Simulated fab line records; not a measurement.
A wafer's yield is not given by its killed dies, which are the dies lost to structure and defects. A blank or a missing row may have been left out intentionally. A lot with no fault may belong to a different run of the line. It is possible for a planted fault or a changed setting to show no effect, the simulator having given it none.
Which tool did it? :: flow nand-harc :: Sampling: 12 lots, 36 wafers, 6 of 1302 route steps

== WHAT THE GAUGES SHOWED, per wafer ==
NHARC_A_M1_INSPECT_11. Usual: raw-defect-count 86, standard deviation 38.
lot: L178
measured: day 23 07:44
on: defect-inspect-02
raw-defect-count: 151 124 162
flag: 

lot: L177
measured: day 23 08:40
on: defect-inspect-01
raw-defect-count: 18 20 31
flag: 

lot: L180
measured: day 24 10:28
on: defect-inspect-01
raw-defect-count: 68 68 58
flag: 

lot: L186
measured: day 27 06:46
on: defect-inspect-02
raw-defect-count: 70 71 61
flag: 

lot: L187
measured: day 27 08:06
on: defect-inspect-02
raw-defect-count: 97 88 93
flag: 

lot: L189
measured: day 28 16:22
on: defect-inspect-01
raw-defect-count: 53 70 63
flag: 

lot: L193
measured: day 29 00:37
on: defect-inspect-01
raw-defect-count: 98 95 93
flag: 

lot: L192
measured: day 29 01:56
on: defect-inspect-01
raw-defect-count: 85 66 84
flag: 

lot: L195
measured: day 30 12:08
on: defect-inspect-02
raw-defect-count: 84 79 71
flag: 

lot: L197
measured: day 31 02:56
on: defect-inspect-02
raw-defect-count: 114 127 144
flag: 

lot: L196
measured: day 31 09:29
on: defect-inspect-02
raw-defect-count: 37 44 32
flag: 

lot: L198
measured: day 32 00:12
on: defect-inspect-01
raw-defect-count: 66 67 65
flag: 

NHARC_A_M1_THK_MEAS_24: measures by xrf. Usual: thk-nm 154.1 nm, standard deviation 1.4.
lot: L178
measured: day 23 10:13
on: film-metro-01
thk-nm (nm): 155.0 156.2 153.4
flag: 

lot: L177
measured: day 23 11:09
on: film-metro-01
thk-nm (nm): 154.3 155.1 153.9
flag: 

lot: L180
measured: day 24 12:58
on: film-metro-02
thk-nm (nm): 155.8 157.4 156.6
flag: 

lot: L186
measured: day 27 09:17
on: film-metro-02
thk-nm (nm): 153.3 151.6 154.1
flag: 

lot: L187
measured: day 27 10:37
on: film-metro-02
thk-nm (nm): 153.1 152.0 152.8
flag: 

lot: L189
measured: day 28 18:50
on: film-metro-02
thk-nm (nm): 151.7 153.1 153.3
flag: 

lot: L193
measured: day 29 03:08
on: film-metro-01
thk-nm (nm): 156.9 152.6 151.6
flag: 

lot: L192
measured: day 29 04:28
on: film-metro-01
thk-nm (nm): 153.3 154.9 151.9
flag: 

lot: L195
measured: day 30 14:41
on: film-metro-01
thk-nm (nm): 155.4 151.7 155.5
flag: 

lot: L197
measured: day 31 05:29
on: film-metro-01
thk-nm (nm): 154.6 153.3 156.0
flag: 

lot: L196
measured: day 31 11:59
on: film-metro-01
thk-nm (nm): 154.9 153.1 153.4
flag: 

lot: L198
measured: day 32 02:40
on: film-metro-02
thk-nm (nm): 154.6 154.8 157.6
flag: 

NHARC_END_SORT_01. Usual: defect-limited-yield 91.4 %, standard deviation 2.7; killed-at-array 53, standard deviation 19; killed-at-other 0.7, standard deviation 1.1; killed-at-periphery 4.2, standard deviation 2.7; killed-dies 58, standard deviation 18; killed-open 3.1, standard deviation 1.9; killed-short 2.5, standard deviation 1.6; sort_bin_2_pct 3.0 %, standard deviation 1.2; sort_bin_3_pct 0.7 %, standard deviation 0.41; sort_bin_4_pct 4.9 %, standard deviation 1.5; sort-n-pass 619, standard deviation 18; sort-rim-yield-pct 90 %, standard deviation 4.1; sort-yield-pct 91.4 %, standard deviation 2.7.
lot: L192
measured: day 30 13:04
on: prober-01
defect-limited-yield (%): 89.7 91.4 90.1
killed-at-array: 60 52 59
killed-at-other: 3 1 1
killed-at-periphery: 7 5 7
killed-dies: 70 58 67
killed-open: 3 1 5
killed-short: 1 0 1
sort_bin_2_pct (%): 2.5 2.5 3.7
sort_bin_3_pct (%): 0.7 0.4 0.3
sort_bin_4_pct (%): 7.1 5.6 5.9
sort-n-pass: 607 619 610
sort-rim-yield-pct (%): 89 91 92
sort-yield-pct (%): 89.7 91.4 90.1
flag: 

== WHICH TOOL RAN EACH LOT (tool, then ch and the chambers of the sampled wafers, then the start) ==
lot: L178
NHARC_A_M1_DEGAS_29: pvd-sputter-03, day 23 08:50
NHARC_A_M1_ECD_22: ecd-cu-01 ch 0,1, day 23 09:14
NHARC_A_M1_CMP_23: cmp-01 ch 0,1, day 23 09:55

lot: L177
NHARC_A_M1_DEGAS_29: pvd-sputter-01, day 23 09:44
NHARC_A_M1_ECD_22: ecd-cu-02 ch 0,1, day 23 10:10
NHARC_A_M1_CMP_23: cmp-01 ch 0,1, day 23 10:50

lot: L180
NHARC_A_M1_DEGAS_29: pvd-sputter-01, day 24 11:33
NHARC_A_M1_ECD_22: ecd-cu-02 ch 0,1, day 24 11:55
NHARC_A_M1_CMP_23: cmp-04 ch 1,2,3, day 24 12:40

lot: L186
NHARC_A_M1_DEGAS_29: pvd-sputter-02, day 27 07:53
NHARC_A_M1_ECD_22: ecd-cu-01 ch 0,1, day 27 08:21
NHARC_A_M1_CMP_23: cmp-01 ch 0,1, day 27 08:58

lot: L187
NHARC_A_M1_DEGAS_29: pvd-sputter-03, day 27 09:13
NHARC_A_M1_ECD_22: ecd-cu-02 ch 0,1, day 27 09:35
NHARC_A_M1_CMP_23: cmp-04 ch 0,2, day 27 10:20

lot: L189
NHARC_A_M1_DEGAS_29: pvd-sputter-01, day 28 17:28
NHARC_A_M1_ECD_22: ecd-cu-02 ch 0,1, day 28 17:55
NHARC_A_M1_CMP_23: cmp-03 ch 0,3, day 28 18:31

lot: L193
NHARC_A_M1_DEGAS_29: pvd-sputter-03, day 29 01:43
NHARC_A_M1_ECD_22: ecd-cu-01 ch 0,1, day 29 02:09
NHARC_A_M1_CMP_23: cmp-04 ch 1,2,3, day 29 02:51

lot: L192
NHARC_A_M1_DEGAS_29: pvd-sputter-01, day 29 03:04
NHARC_A_M1_ECD_22: ecd-cu-01 ch 0,1, day 29 03:25
NHARC_A_M1_CMP_23: cmp-03 ch 0,2, day 29 04:08

lot: L195
NHARC_A_M1_DEGAS_29: pvd-sputter-02, day 30 13:16
NHARC_A_M1_ECD_22: ecd-cu-01 ch 0,1, day 30 13:40
NHARC_A_M1_CMP_23: cmp-03 ch 0,2,3, day 30 14:23

lot: L197
NHARC_A_M1_DEGAS_29: pvd-sputter-01, day 31 04:04
NHARC_A_M1_ECD_22: ecd-cu-02 ch 0,1, day 31 04:30
NHARC_A_M1_CMP_23: cmp-03 ch 0,1,2, day 31 05:13

lot: L196
NHARC_A_M1_DEGAS_29: pvd-sputter-02, day 31 10:36
NHARC_A_M1_ECD_22: ecd-cu-01 ch 0,1, day 31 10:59
NHARC_A_M1_CMP_23: cmp-01 ch 0,1,2, day 31 11:43

lot: L198
NHARC_A_M1_DEGAS_29: pvd-sputter-03, day 32 01:17
NHARC_A_M1_ECD_22: ecd-cu-01 ch 0, day 32 01:41
NHARC_A_M1_CMP_23: cmp-03 ch 0,1,3, day 32 02:23
- NHARC_A_M1_DEGAS_29: time 60 s.
- NHARC_A_M1_ECD_22: material Cu, target thk 400 nm.
- NHARC_A_M1_CMP_23: polishes, t overpolish 20 s, target thk 154.34 nm.

== WHAT THE TOOLS THEMSELVES READ (means of the sampled wafers that have a number; where no wafer has one, the mark that the record gives instead) ==
NHARC_A_M1_DEGAS_29. Usual: heater-power-w 319 W, standard deviation 26.
lot: L178
tool: pvd-sputter-03
heater-power-w (W): 338
flag: 

lot: L177
tool: pvd-sputter-01
heater-power-w (W): 323
flag: 

lot: L180
tool: pvd-sputter-01
heater-power-w (W): 320
flag: 

lot: L186
tool: pvd-sputter-02
heater-power-w (W): 308
flag: 

lot: L187
tool: pvd-sputter-03
heater-power-w (W): 325
flag: 

lot: L189
tool: pvd-sputter-01
heater-power-w (W): 322
flag: 

lot: L193
tool: pvd-sputter-03
heater-power-w (W): 338
flag: 

lot: L192
tool: pvd-sputter-01
heater-power-w (W): 325
flag: 

lot: L195
tool: pvd-sputter-02
heater-power-w (W): 337
flag: 

lot: L197
tool: pvd-sputter-01
heater-power-w (W): 314
flag: 

lot: L196
tool: pvd-sputter-02
heater-power-w (W): 320
flag: 

lot: L198
tool: pvd-sputter-03
heater-power-w (W): 319
flag: 

NHARC_A_M1_CMP_23. Usual: motor-current-A 12.3 A, standard deviation 1.4; time-to-endpoint-s 29.2 s, standard deviation 2.2.
lot: L178
tool: cmp-01
motor-current-A (A): 12.2
time-to-endpoint-s (s): 31.1
flag: 

lot: L177
tool: cmp-01
motor-current-A (A): 12.0
time-to-endpoint-s (s): 29.1
flag: 

lot: L180
tool: cmp-04
motor-current-A (A): 13.6
time-to-endpoint-s (s): 32.5
flag: 

lot: L186
tool: cmp-01
motor-current-A (A): 12.1
time-to-endpoint-s (s): 29.4
flag: 

lot: L187
tool: cmp-04
motor-current-A (A): 10.3
time-to-endpoint-s (s): 26.1
flag: 

lot: L189
tool: cmp-03
motor-current-A (A): 13.4
time-to-endpoint-s (s): 24.6
flag: 

lot: L193
tool: cmp-04
motor-current-A (A): 13.8
time-to-endpoint-s (s): 31.6
flag: 

lot: L192
tool: cmp-03
motor-current-A (A): 12.8
time-to-endpoint-s (s): 27.3
flag: 

lot: L195
tool: cmp-03
motor-current-A (A): 13.0
time-to-endpoint-s (s): 31.7
flag: 

lot: L197
tool: cmp-03
motor-current-A (A): 12.8
time-to-endpoint-s (s): 29.2
flag: 

lot: L196
tool: cmp-01
motor-current-A (A): 11.6
time-to-endpoint-s (s): 27.9
flag: 

lot: L198
tool: cmp-03
motor-current-A (A): 12.4
time-to-endpoint-s (s): 26.5
flag: 

== THE ANSWER, worked out from the rows above alone ==
Rule: take the mean of a lot's wafers that have a number; if it is more than 3 standard deviations from the usual mean, the lot is off. Also off: a lot with no number at a reading for which 4 or more lots have one. Any other lot the step has rows for is counted as sound. First the gauges in route order, then the tools' own readings, where a lot's mean is used as printed above. The first step at which some lot is off is used, and at that step the reading that is off furthest; a lot without a number counts as furthest.
No lot is off at any reading shown: from this, nothing can be told.

== WHAT WAS PUT IN BY THE SIMULATOR ==
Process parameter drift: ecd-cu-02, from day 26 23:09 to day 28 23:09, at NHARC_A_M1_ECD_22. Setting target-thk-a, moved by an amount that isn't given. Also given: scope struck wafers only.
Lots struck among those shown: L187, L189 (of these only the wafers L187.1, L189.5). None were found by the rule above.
